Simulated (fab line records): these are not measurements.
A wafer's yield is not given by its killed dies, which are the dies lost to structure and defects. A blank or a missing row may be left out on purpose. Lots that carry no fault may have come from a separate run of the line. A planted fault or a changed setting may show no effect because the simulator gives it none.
fab line records    flow n5-finfet    part 2 of 2: steps 24 to 30 of 30
record: lots: 5  wafers: 15  last-day: 17
route steps=1938 shown DUMMY_REMOVAL@380 HKMG_FIN@385
lots that met no fault: taken from a fault-free run of the same line
start-h: start of the lot's first displayed wafer, in hours after the record's first day    wait-h: time in hours since the lot's previous step    " as in the row above    L1.1+2: several wafers, shown together as one row    - no value, or no start was given    * or withheld: withheld    < > ~ a bound
route shown NAME@n: names a module that has steps shown in the file, with the first one's number in the route    usual: the fault-free wafers' mean and standard deviation    same: alike in all rows    chamber/n: place in a boat    sites: the reading at each site    _std_site: standard deviation across them    _edge_site: the outer-site mean with the inner-site mean subtracted    radius-mm: how far each site lies from the wafer's centre    mask NAME#n: copy n    behind: the tool/chamber that last shaped the wafer    hold: the reason the lot was held/the length of the hold in hours/how it ended    device: whichever transistor did not switch (one of n, p or np)    end of line: the same wafers' tests at the end of the route    a step given without rows: its recipe and nothing more    killed: count of dies lost to structure and defects at first sort (not the wafer's yield)    map: dies across one wafer; x = killed, . = not, _ = none there
set.NAME: the setting as run; set.NAME@STEP: as run at that earlier step    model.NAME: the simulator's own value behind a step, which no gauge read
certain route steps with their lots: each step a table, each wafer a row
services: the hour from which a tool's chamber was out of use, counted from the record's first day as start-h (under 0 if before that day), plus the number of hours and why
== steps ==
step: N5_HKMG_FIN_ETCH_55
recipe: chemistry: N2/H2  target: SOC  target-depth-a: 2400  temp-c: 40  time-s: 300  ion-energy-ev: 200  mask-material: SiARC  pressure-mtorr: 30  source-w: 840  bias-w: 150  n2-flow-sccm: 200  h2-flow-sccm: 200
usual: drypump-motor-current-A: 5.8/0.44  oes-product-au: 0.77/0.089  rf-fwd-power-W: 837.9/2.5  rf-vpp-V: 524.2/2  showerhead-plenum-p-Torr: 2.56/0.062  throttle-valve-pct: 17.9/0.3
lot.wafer  tool         chamber  start-h  wait-h  drypump-motor-current-A  oes-product-au  rf-fwd-power-W  rf-hours-counter-h  rf-vpp-V  showerhead-plenum-p-Torr  throttle-valve-pct
L076.1     rie-diel-04  1        85.33    0.0     6.6                      0.85            840.6           37                  520.9     2.48                      17.7
L076.3     "            2        "        "       5.4                      0.68            834.3           207                 526.0     2.63                      18.1
L076.4     "            0        "        "       5.9                      0.67            836.9           250                 525.8     2.61                      17.7
L081.2     rie-diel-04  0        113.20   0.0     5.9                      1.00            839.9           2                   524.9     2.61                      17.3
L081.4     "            3        "        "       5.2                      0.71            839.4           215                 522.8     2.52                      18.3
L081.5     "            2        "        "       5.4                      0.68            837.1           -                   526.1     2.63                      18.1
L091.2     rie-diel-02  3        174.40   0.0     5.7                      0.71            837.4           215                 527.1     2.60                      17.8
L091.3     "            2        "        "       6.0                      0.78            839.6           97                  525.7     2.56                      17.6
L091.6     "            2        "        "       6.0                      0.78            838.1           -                   524.5     2.56                      17.6
L092.3     rie-diel-04  1        181.32   0.0     6.6                      0.82            841.5           63                  521.9     2.47                      17.8
L092.5     "            3        "        "       5.2                      0.70            842.1           -                   524.8     2.52                      18.4
L092.6     "            0        "        "       5.9                      0.92            836.0           -                   524.3     2.60                      17.3
L097.1     rie-diel-04  2        210.64   0.0     5.4                      0.66            838.4           246                 525.3     2.61                      18.2
L097.2     "            1        "        "       6.6                      0.81            839.1           73                  521.4     2.47                      17.8
L097.5     "            0        "        "       5.9                      0.90            839.6           -                   525.4     2.60                      17.4
step: N5_HKMG_FIN_STRIP_56
recipe: chemistry: N2/H2  temp-c: 40  n2-flow-sccm: 200  h2-flow-sccm: 200  rf-frequency-hz: 6e+07
lot.wafer   tool         chamber  start-h  wait-h
L076.1+3+4  rie-diel-04  1,2,0    85.51    0.1
L081.2+4+5  rie-diel-04  0,3,2    113.38   0.1
L091.2+3+6  rie-diel-02  3,2,2    174.58   0.1
L092.3+5+6  rie-diel-04  1,3,0    181.50   0.1
L097.1+2+5  rie-diel-04  2,1,0    210.82   0.1
step: N5_HKMG_FIN_STRIP_57
recipe: chemistry: CF4  resist: SiARC  power-w: 300  bias-power-w: 75  pressure-mtorr: 50  cf4-flow-sccm: 150  rf-frequency-hz: 6e+07
usual: drypump-motor-current-A: 5.8/0.44  oes-product-au: 0.77/0.081  rf-fwd-power-W: 294.3/1.5  rf-vpp-V: 271.3/1.2  showerhead-plenum-p-Torr: 1.80/0.045  throttle-valve-pct: 13.7/0.3
lot.wafer  tool         chamber  start-h  wait-h  drypump-motor-current-A  oes-product-au  rf-fwd-power-W  rf-hours-counter-h  rf-vpp-V  showerhead-plenum-p-Torr  throttle-valve-pct
L076.1     rie-diel-04  1        85.52    0.0     6.6                      0.87            294.7           37                  270.3     1.74                      13.4
L076.3     "            2        "        "       5.4                      0.69            -               207                 272.0     1.87                      13.9
L076.4     "            0        "        "       5.9                      0.67            -               250                 272.9     1.82                      13.5
L081.2     rie-diel-04  0        113.39   0.0     5.8                      0.96            293.2           2                   271.8     1.82                      12.9
L081.4     "            3        "        "       5.2                      0.72            296.8           215                 272.9     1.77                      14.0
L081.5     "            2        "        "       5.4                      0.68            -               -                   271.1     1.86                      13.9
L091.2     rie-diel-02  3        174.59   0.0     5.6                      0.71            294.0           215                 272.0     1.85                      13.7
L091.3     "            2        "        "       6.0                      0.78            294.8           97                  272.3     1.83                      13.4
L091.6     "            2        "        "       6.0                      0.78            295.5           -                   271.5     1.83                      13.4
L092.3     rie-diel-04  1        181.51   0.0     6.6                      0.83            294.1           63                  269.2     1.74                      13.4
L092.5     "            3        "        "       5.2                      0.71            -               -                   269.8     1.77                      14.1
L092.6     "            0        "        "       5.9                      0.90            292.9           -                   273.6     1.82                      13.0
L097.1     rie-diel-04  2        210.83   0.0     5.4                      0.67            -               246                 271.1     1.86                      14.0
L097.2     "            1        "        "       6.6                      0.82            294.3           73                  270.0     1.73                      13.4
L097.5     "            0        "        "       5.9                      0.88            293.3           -                   272.2     1.82                      13.0
step: N5_HKMG_FIN_ETCH_58
recipe: chemistry: N2/H2  target: SOC  target-depth-a: 2158  ion-energy-ev: 50  bias-w: 13  time-s: 741  pressure-mtorr: 30  source-w: 875  n2-flow-sccm: 200  h2-flow-sccm: 200
usual: drypump-motor-current-A: 5.8/0.44  oes-product-au: 0.77/0.089  rf-fwd-power-W: 874.5/2.6  rf-vpp-V: 99.3/0.98  showerhead-plenum-p-Torr: 2.56/0.062  throttle-valve-pct: 17.9/0.3
lot.wafer  tool         chamber  start-h  wait-h  drypump-motor-current-A  oes-product-au  rf-fwd-power-W  rf-hours-counter-h  rf-vpp-V  showerhead-plenum-p-Torr  throttle-valve-pct
L076.1     rie-diel-04  1        85.54    0.0     6.5                      0.86            874.6           37                  99.1      2.48                      17.7
L076.3     "            2        "        "       5.4                      0.68            873.5           207                 100.2     2.63                      18.1
L076.4     "            0        "        "       5.9                      0.67            869.9           250                 99.1      2.61                      17.7
L081.2     rie-diel-04  0        113.41   0.0     5.9                      1.00            875.0           2                   99.3      2.61                      17.3
L081.4     "            3        "        "       5.2                      0.72            874.6           215                 99.2      2.52                      18.3
L081.5     "            2        "        "       5.4                      0.68            873.4           -                   99.8      2.63                      18.1
L091.2     rie-diel-02  3        174.61   0.0     5.6                      0.71            874.7           215                 99.8      2.60                      17.7
L091.3     "            2        "        "       6.0                      0.78            875.3           97                  98.9      2.56                      17.5
L091.6     "            2        "        "       6.0                      0.79            872.7           -                   99.9      2.56                      17.5
L092.3     rie-diel-04  1        181.53   0.0     6.6                      0.84            875.5           63                  98.5      2.47                      17.7
L092.5     "            3        "        "       5.2                      0.69            870.0           -                   101.4     2.52                      18.3
L092.6     "            0        "        "       5.9                      0.93            879.0           -                   99.8      2.60                      17.3
L097.1     rie-diel-04  2        210.85   0.0     5.4                      0.65            874.1           246                 100.0     2.61                      18.1
L097.2     "            1        "        "       6.6                      0.81            872.5           73                  99.1      2.47                      17.7
L097.5     "            0        "        "       5.9                      0.91            872.7           -                   100.8     2.60                      17.3
step: N5_HKMG_FIN_STRIP_93
recipe: chemistry: N2/H2  material: SOC  time-s: 20  power-w: 500  temp-c: 40  pressure-mtorr: 50  rf-frequency-hz: 6e+07  bias-power-w: 8  h2-frac: 0.5  n2-flow-sccm: 300  h2-flow-sccm: 300
usual: drypump-motor-current-A: 5.8/0.44  oes-product-au: 0.77/0.09  rf-fwd-power-W: 496.4/1.7  rf-vpp-V: 54.2/0.88  showerhead-plenum-p-Torr: 3.38/0.079  throttle-valve-pct: 19.1/0.41
lot.wafer  tool         chamber  start-h  wait-h  drypump-motor-current-A  oes-product-au  rf-fwd-power-W  rf-hours-counter-h  rf-vpp-V  showerhead-plenum-p-Torr  throttle-valve-pct
L076.1     rie-diel-04  1        85.96    0.2     6.6                      0.87            494.7           38                  53.7      3.28                      18.9
L076.3     "            2        "        "       5.4                      0.69            496.7           207                 55.7      3.47                      19.3
L076.4     "            0        "        "       5.9                      0.68            496.9           251                 54.2      3.44                      18.9
L081.2     rie-diel-04  0        113.83   0.2     5.9                      1.00            494.5           2                   56.5      3.44                      18.5
L081.4     "            3        "        "       5.2                      0.71            499.2           215                 53.2      3.33                      19.7
L081.5     "            2        "        "       5.4                      0.69            495.8           -                   54.9      3.46                      19.3
L091.2     rie-diel-02  3        175.03   0.2     5.6                      0.70            496.5           215                 53.2      3.44                      18.7
L091.3     "            2        "        "       6.1                      0.79            494.9           98                  54.7      3.38                      18.8
L091.6     "            2        "        "       6.0                      0.79            494.7           -                   54.6      3.38                      18.8
L092.3     rie-diel-04  1        181.96   0.2     6.6                      0.83            493.8           64                  54.0      3.27                      18.9
L092.5     "            3        "        "       5.2                      0.70            495.7           -                   53.5      3.32                      19.8
L092.6     "            0        "        "       5.9                      0.93            496.5           -                   53.1      3.43                      18.5
L097.1     rie-diel-04  2        211.27   0.2     5.4                      0.66            495.5           246                 56.3      3.45                      19.4
L097.2     "            1        "        "       6.6                      0.81            496.8           73                  54.5      3.27                      18.9
L097.5     "            0        "        "       5.9                      0.91            495.2           -                   53.3      3.43                      18.5
step: N5_HKMG_FIN_WET_ETCH_76
recipe: chemistry: dNH4OH  mix: 1:50  temp-c: 25  target: Al2O3  stop-on: La2O3  target-depth-nm: 2.25  dry: ipa-marangoni  rinse-time-s: 30  rinse-temp-c: 23
lot.wafer   tool          chamber  start-h  wait-h
L076.1+3+4  wet-bench-03  2,4,0    86.05    0.1
L081.2+4+5  wet-bench-06  0,4,7    113.92   0.1
L091.2+3+6  wet-bench-02  1,6,0    175.12   0.1
L092.3+5+6  wet-bench-02  6,3,5    182.04   0.1
L097.1+2+5  wet-bench-06  2,4,1    211.36   0.1
step: N5_HKMG_FIN_STRIP_60
recipe: chemistry: N2/H2  power-w: 2500  temp-c: 300  h2-frac: 0.65  time-s: 360  pressure-mtorr: withheld  n2-flow-sccm: 1750  h2-flow-sccm: 3250
usual: drypump-motor-current-A: 5.42/0.11  heater-power-w: 514/73
lot.wafer  tool             chamber  start-h  wait-h  drypump-motor-current-A  heater-power-w  rf-hours-counter-h
L076.1     plasma-asher-02  0        86.16    0.0     5.50                     614             40
L076.3     "                1        "        "       5.31                     452             -
L076.4     "                0        "        "       5.49                     594             -
L081.2     plasma-asher-02  0        113.98   0.0     5.51                     620             45
L081.4     "                1        "        "       5.31                     462             -
L081.5     "                0        "        "       5.48                     589             -
L091.2     plasma-asher-02  0        175.18   0.0     5.49                     605             56
L091.3     "                0        "        "       5.49                     606             -
L091.6     "                0        "        "       5.49                     602             -
L092.3     plasma-asher-02  1        182.25   0.2     5.32                     464             -
L092.5     "                1        "        "       5.33                     470             -
L092.6     "                0        "        "       5.48                     590             -
L097.1     plasma-asher-02  0        211.42   0.0     5.52                     606             70
L097.2     "                1        "        "       5.27                     455             70
L097.5     "                1        "        "       5.31                     467             -
== services ==
tool              chamber  start-h  hours  kind
remote-plasma-01  -        59.79    0.6    repair
arfi-scanner-03   -        60.07    0.8    repair
arfi-scanner-03   -        61.16    0.9    repair
rie-diel-02       -        63.58    14.6   pm
arfi-scanner-02   -        78.05    1.3    pm
ald-hk-01         -        90.05    1.8    repair
arfi-scanner-03   -        93.21    0.7    repair
arfi-scanner-01   -        93.35    0.8    pm
arfi-scanner-03   -        104.29   1.1    repair
remote-plasma-02  -        114.44   0.4    repair
arfi-scanner-03   -        114.95   5.2    repair
arfi-scanner-03   -        120.20   0.8    pm
arfi-scanner-01   -        121.02   1.3    pm
arfi-scanner-02   -        122.99   0.8    pm
plasma-asher-02   -        124.50   8.6    repair
ald-hk-03         -        129.57   0.6    repair
rie-diel-04       3        133.21   1.2    repair
remote-plasma-02  -        137.16   0.6    repair
arfi-scanner-02   -        140.93   1.6    repair
arfi-scanner-02   -        147.50   1.0    pm
wet-bench-05      -        168.33   5.9    repair
wet-bench-01      -        178.81   6.6    repair
arfi-scanner-02   -        203.55   1.3    pm
arfi-scanner-02   -        204.85   4.9    pm
